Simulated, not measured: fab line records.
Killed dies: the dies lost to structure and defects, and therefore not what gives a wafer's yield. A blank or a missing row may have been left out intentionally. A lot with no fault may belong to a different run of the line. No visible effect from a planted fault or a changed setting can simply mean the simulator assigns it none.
Matching of chambers ; flow n5_finfet ; 4 sister chambers for N5_BEOL_M9_ETCH_65 on rie_diel-05
The step etches SiARC in CF4, target depth 15.6 nm, time 26 s. 4 wafers are shown with their chamber, then 10 later ones without.

## WAFERS WITH THEIR CHAMBER
wafer;chamber;drypump_motor_current_A (A)
L090.3;2;5.5
L090.4;3;5.9
L091.1;0;5.3
L091.2;1;6.3

## WAFERS MISSING THEIR CHAMBER
wafer;drypump_motor_current_A (A)
L091.3;5.5
L094.1;5.4
L094.5;5.5
L094.6;5.9
L095.3;5.9
L095.5;5.9
L095.6;5.5
L097.2;6.3
L097.3;5.9
L097.5;5.4

## THE CHAMBER EACH PASSED THROUGH
wafer;from the rows above;in truth
L091.3;2;2
L094.1;can't be placed: 2 or 0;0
L094.5;2;2
L094.6;3;3
L095.3;3;3
L095.5;3;3
L095.6;2;2
L097.2;1;1
L097.3;3;3
L097.5;can't be placed: 2 or 0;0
Placed correctly: 8 of 10. Can't be placed from these rows: 2 (the true chamber is among the candidates in 2). Number placed wrongly: 0.
How it was worked out, from the rows above alone: a wafer's distance from a chamber is the root of the sum, over the readings, of the square of ((its reading less the chamber's mean) divided by the reading's scatter). The wafer belongs to the nearest chamber; if the next one is less than 2 further off, it can't be placed. Each chamber's mean is taken over the wafers shown for it. The scatter (one wafer shown for each chamber): square how far every hidden wafer sits from the nearest shown wafer, average those squares and take the square root.
